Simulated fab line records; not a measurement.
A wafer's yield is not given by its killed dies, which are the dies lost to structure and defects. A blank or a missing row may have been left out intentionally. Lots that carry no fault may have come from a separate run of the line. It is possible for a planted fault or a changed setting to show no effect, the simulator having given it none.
Problem report in the 8D (eight disciplines) form, filled by code + flow n5-finfet + the parts of the form that need people (team, actions taken, sign-off) are left out

## 1. PROBLEM STATEMENT
Mean RS_SD_N at N5_SD_ACTIVATION_RS_MEAS_03: 19.4 ohm/sq over 6 wafers in 2 lots; fault-free wafers: 21.9 ohm/sq, standard deviation 0.36. Relative to the usual mean, that is a shift of -7.0 standard deviations.
The step: measures by four-point-probe.
The first sign was on wafer L706.1 at day 7 03:39, on film-metro-02. The record holds 10 wafers of 4 lots with a number at this step. By rule, "out" or "out of limits" means more than 4 standard deviations away from the usual mean. The other wafers with a number count as sound.

## 2. WHAT IT IS AND WHAT IT IS NOT
| question                    | is                     | is not                                                             |
|-----------------------------|------------------------|--------------------------------------------------------------------|
| which readings at this step | RS_SD_N                | RS_SD_P                                                            |
| which lots                  | L706, L709             | L705, L717                                                         |
| which wafers of those lots  | all that have a number | -                                                                  |
| read on which gauges        | film-metro-02          | film-metro-01                                                      |
| when                        | from day 7 03:39       | up to then (2 sound wafers); but 2 sound wafers of L717 came after |

## 3. WHAT RULES OUT EACH SUSPECT
Counting: any tool at a process step up to the reading is kept as a suspect provided that every lot that is out went through it and no sound lot did after the first of them.
- the gauge at N5_SD_ACTIVATION_RS_MEAS_03 has been ruled out. All the wafers that are out were read on film-metro-02, but those of them that N5_BEOL_M4_RC_MEAS_101 has rows for are out there too, on other tools.
- epi-rpcvd-04 at N5_SD_EPI_N_EPI_21 (deposits Si:P, time 690 s): kept. It ran every lot that is out, first L706 (day 6 20:43), and no sound lot after that; its last sound lot up to then is L705 (day 6 16:39).
The count leaves epi-rpcvd-04 at N5_SD_EPI_N_EPI_21.

## 4. THE CAUSE (what the simulator had put in)
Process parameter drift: epi-rpcvd-04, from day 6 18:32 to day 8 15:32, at N5_SD_EPI_N_EPI_21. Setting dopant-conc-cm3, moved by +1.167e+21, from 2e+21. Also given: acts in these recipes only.
This tool alone remained once counting was done.

## 5. THE EFFECT CHAIN, in route order
Rows list readings where the struck wafers' mean (over those with a number) sits beyond 3 standard deviations from the usual. Only readings for which the record gives a usual standard deviation are gone through. hours: the time from each lot's start at the first step in this table that gives one to its start at this step, as a median over the lots. sigmas: the change in usual standard deviations.
| hours | step                        | reading    | usual       | on struck wafers | change | sigmas |
|-------|-----------------------------|------------|-------------|------------------|--------|--------|
| 0     | N5_SD_ACTIVATION_RS_MEAS_03 | RS_SD_N    | 21.9 ohm/sq | 19.4             | -2.5   | -7.0   |
| 105   | N5_BEOL_M4_RC_MEAS_101      | RC_DENSE_N | 18.8 ohm.um | 16.7             | -2.1   | -3.2   |
| 105   | N5_BEOL_M4_RC_MEAS_101      | RC_N       | 15.4 ohm.um | 13.6             | -1.8   | -3.4   |
| 105   | N5_BEOL_M4_RC_MEAS_101      | REXT_N     | 75.3 ohm.um | 65.1             | -10.2  | -6.4   |
| 105   | N5_BEOL_M4_RC_MEAS_101      | RS_SD_N    | 28.4 ohm/sq | 25.1             | -3.2   | -7.4   |

## 6. WHAT WOULD HAVE CAUGHT IT SOONER
Counted from the fault's start at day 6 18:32, it took 9 hours until the first out-of-limits reading at a measuring or inspecting step in this record, taken at day 7 03:39.
Of the tool readings at N5_SD_EPI_N_EPI_21 for which the record gives a usual standard deviation, none was out on any struck wafer, so an alarm limit of 4 standard deviations on them would not have fired.
Among the 2 lots that are out, L709 began N5_SD_EPI_N_EPI_21 on epi-rpcvd-04 after day 7 03:39. Putting the tool on hold at that point would have spared it.
